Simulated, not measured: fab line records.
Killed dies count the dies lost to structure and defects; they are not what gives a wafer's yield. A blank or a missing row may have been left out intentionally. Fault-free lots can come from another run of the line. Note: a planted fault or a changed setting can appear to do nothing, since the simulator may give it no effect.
Which tool is to blame? | flow n5Finfet | 24 lots with 72 wafers sampled at 3 steps, on a route of 1938 steps

## WHAT THE GAUGES READ, wafer by wafer
N5_BEOL_M1_OCD_MEAS_38.
lot  | measured     | on     | trenchDepthNm (nm)
L074 | day 6 14:36  | ocd-02 | 55.2 55.4 56.1
L076 | day 7 18:01  | ocd-01 | 55.2 55.5 56.2
L075 | day 7 21:30  | ocd-01 | 55.2 55.7 54.5
L077 | day 7 22:28  | ocd-01 | 55.1 56.1 56.6
L078 | day 8 02:45  | ocd-02 | 55.0 54.8 54.8
L079 | day 8 06:13  | ocd-02 | 55.1 55.3 56.3
L080 | day 8 14:47  | ocd-01 | 55.9 56.5 56.1
L081 | day 8 16:23  | ocd-02 | 56.1 55.1 54.8
L082 | day 8 22:29  | ocd-01 | 55.0 56.3 55.5
L083 | day 9 06:18  | ocd-01 | 53.1 54.8 54.4
L084 | day 9 08:56  | ocd-02 | 55.2 55.6 54.2
L085 | day 9 11:45  | ocd-02 | 55.1 53.6 54.8
L086 | day 9 22:23  | ocd-02 | 54.6 54.3 55.5
L087 | day 10 00:24 | ocd-02 | 55.9 56.0 55.0
L088 | day 10 08:43 | ocd-01 | 54.9 56.0 54.7
L089 | day 10 08:49 | ocd-02 | 55.3 54.2 54.2
L090 | day 10 17:56 | ocd-02 | 56.6 54.0 53.6
L091 | day 11 02:56 | ocd-01 | 54.3 55.3 53.7
L092 | day 11 03:23 | ocd-01 | 54.5 54.9 54.6
L093 | day 11 11:30 | ocd-01 | 54.0 54.5 54.3
L095 | day 12 00:58 | ocd-01 | 55.4 55.1 56.9
L097 | day 12 06:34 | ocd-01 | 54.7 55.6 55.0
L096 | day 12 11:07 | ocd-02 | 55.7 54.4 55.8
L094 | day 12 18:27 | ocd-01 | 53.9 53.8 54.8

N5_BEOL_M1_CD_MEAS_35: target cd 18 nm, target cd y 21 nm.
lot  | measured     | on       | cdNm (nm)
L074 | day 6 14:45  | cdSem-01 | 18.30 17.93 18.09
L076 | day 7 18:10  | cdSem-01 | 17.69 17.47 17.95
L075 | day 7 21:39  | cdSem-02 | 18.22 18.07 18.23
L077 | day 7 22:38  | cdSem-02 | 18.05 18.08 17.79
L078 | day 8 02:55  | cdSem-01 | 17.64 18.29 18.16
L079 | day 12 05:57 | cdSem-01 | 17.85 18.02 17.55
L080 | day 8 14:56  | cdSem-01 | 17.51 17.39 17.89
L081 | day 8 16:32  | cdSem-01 | 17.87 18.02 18.29
L082 | day 8 22:39  | cdSem-02 | 17.70 18.13 17.91
L083 | day 9 06:28  | cdSem-01 | 17.95 18.16 17.96
L084 | day 9 09:06  | cdSem-03 | 17.85 18.11 17.73
L085 | day 9 11:54  | cdSem-02 | 17.89 17.75 18.15
L086 | day 9 22:32  | cdSem-03 | 18.27 18.21 17.90
L087 | day 10 00:33 | cdSem-01 | 18.39 18.30 18.45
L088 | day 10 08:53 | cdSem-03 | 18.51 18.07 18.38
L089 | day 10 08:58 | cdSem-02 | 17.79 18.06 18.15
L090 | day 10 18:06 | cdSem-03 | 17.52 18.24 17.64
L091 | day 11 03:05 | cdSem-01 | 18.52 18.54 18.04
L092 | day 11 03:33 | cdSem-01 | 18.11 17.94 17.90
L093 | day 11 11:45 | cdSem-03 | 17.87 18.33 18.02
L095 | day 12 01:07 | cdSem-01 | 18.08 18.03 17.70
L097 | day 12 06:44 | cdSem-02 | 17.87 17.88 18.14
L096 | day 12 11:17 | cdSem-01 | 18.33 18.30 18.48
L094 | day 12 18:37 | cdSem-02 | 17.73 17.95 17.95

## TOOL THAT RAN EACH LOT (tool first, then ch and the chambers of the sampled wafers, then the start)
lot  | N5_BEOL_M1_STRIP_36
L074 | rieDiel-03 ch 1,3, day 6 14:23
L076 | rieDiel-03 ch 0,1,3, day 7 17:49
L075 | rieDiel-06 ch 0,2, day 7 21:18
L077 | rieDiel-03 ch 1,2, day 7 22:17
L078 | rieDiel-03 ch 0,1,2, day 8 02:34
L079 | rieDiel-01 ch 0,3, day 8 06:01
L080 | rieDiel-01 ch 2,3, day 8 14:35
L081 | rieDiel-01 ch 0,1,3, day 8 16:11
L082 | rieDiel-01 ch 0,3, day 8 22:17
L083 | rieDiel-03 ch 0,3, day 9 06:07
L084 | rieDiel-03 ch 1,2, day 9 08:44
L085 | rieDiel-06 ch 1,2, day 9 11:33
L086 | rieDiel-01 ch 0,1,3, day 9 22:11
L087 | rieDiel-03 ch 1,3, day 10 00:12
L088 | rieDiel-01 ch 0,1,3, day 10 08:31
L089 | rieDiel-06 ch 0,2,3, day 10 08:37
L090 | rieDiel-01 ch 1,2, day 10 17:44
L091 | rieDiel-03 ch 0,1,2, day 11 02:44
L092 | rieDiel-06 ch 0,2, day 11 03:11
L093 | rieDiel-01 ch 0,1, day 11 11:18
L095 | rieDiel-01 ch 0,1,2, day 12 00:46
L097 | rieDiel-01 ch 0,1,3, day 12 06:23
L096 | rieDiel-01 ch 1,2,3, day 12 10:55
L094 | rieDiel-03 ch 0,2,3, day 12 18:15
- N5_BEOL_M1_STRIP_36: strips in N2/H2.

## WHAT THE TOOLS THEMSELVES READ (means of the sampled wafers that have a number; where no wafer has one, the mark that the record gives instead)
N5_BEOL_M1_STRIP_36.
lot  | tool       | drypumpMotorCurrentA (A) | oesProductAu (a.u.) | rfVppV (V) | showerheadPlenumPTorr (Torr) | throttleValvePct (%)
L074 | rieDiel-03 | 5.9                      | 0.81                | 59.3       | 2.49                         | 23.55
L076 | rieDiel-03 | 5.7                      | 0.80                | 59.7       | 2.52                         | 23.68
L075 | rieDiel-06 | 6.4                      | 0.76                | 59.3       | 2.50                         | 23.89
L077 | rieDiel-03 | 5.7                      | 0.75                | 59.9       | 2.51                         | 23.53
L078 | rieDiel-03 | 5.6                      | 0.75                | 58.5       | 2.54                         | 23.63
L079 | rieDiel-01 | 6.2                      | 0.93                | 59.4       | 2.48                         | 23.71
L080 | rieDiel-01 | 6.1                      | 0.96                | 59.5       | 2.56                         | 23.76
L081 | rieDiel-01 | 6.3                      | 0.85                | 59.5       | 2.50                         | 23.73
L082 | rieDiel-01 | 6.4                      | 0.87                | 57.6       | 2.47                         | 23.84
L083 | rieDiel-03 | 5.5                      | 0.78                | 59.0       | 2.54                         | 23.79
L084 | rieDiel-03 | 5.7                      | 0.74                | 61.2       | 2.50                         | 23.55
L085 | rieDiel-06 | 6.0                      | 0.74                | 58.7       | 2.49                         | 23.77
L086 | rieDiel-01 | 6.3                      | 0.83                | 58.7       | 2.49                         | 23.76
L087 | rieDiel-03 | 5.7                      | 0.83                | 59.1       | 2.53                         | 23.67
L088 | rieDiel-01 | 6.3                      | 0.82                | 57.9       | 2.49                         | 23.77
L089 | rieDiel-06 | 6.0                      | 0.76                | 58.6       | 2.54                         | 24.00
L090 | rieDiel-01 | 6.3                      | 0.79                | 59.4       | 2.59                         | 23.79
L091 | rieDiel-03 | 5.5                      | 0.73                | 60.4       | 2.53                         | 23.68
L092 | rieDiel-06 | 6.4                      | 0.71                | 58.4       | 2.55                         | 24.00
L093 | rieDiel-01 | 6.4                      | 0.75                | 60.9       | 2.50                         | 23.78
L095 | rieDiel-01 | 6.4                      | 0.80                | 59.3       | 2.56                         | 23.91
L097 | rieDiel-01 | 6.3                      | 0.80                | 58.7       | 2.48                         | 23.78
L096 | rieDiel-01 | 6.2                      | 0.83                | 60.4       | 2.57                         | 23.80
L094 | rieDiel-03 | 5.3                      | 0.77                | 61.1       | 2.57                         | 23.77

## THE ANSWER, worked out from the rows above alone
Rule: the lots themselves supply what counts as usual. Put in order of their means at a reading, lots are off if they are a third of the lots or fewer, leave a main group of 4 or more, and stand apart from it by a gap of 3 or more times the standard deviation of the main group's means; of several such gaps the widest counts. Not used: any main group whose means are identical at the precision the tables above print for the reading. Also off: a lot with no number at a reading for which 4 or more lots have one. The other lots that the step has rows for count as sound. First the gauges in route order, then the tools' own readings, where a lot's mean is used as printed above. The first step at which some lot is off is used, and at that step the reading that is off furthest; a lot without a number counts as furthest.
Across all readings shown, no lot is off: no conclusion can be drawn from this.

## WHAT THE SIMULATOR PUT IN
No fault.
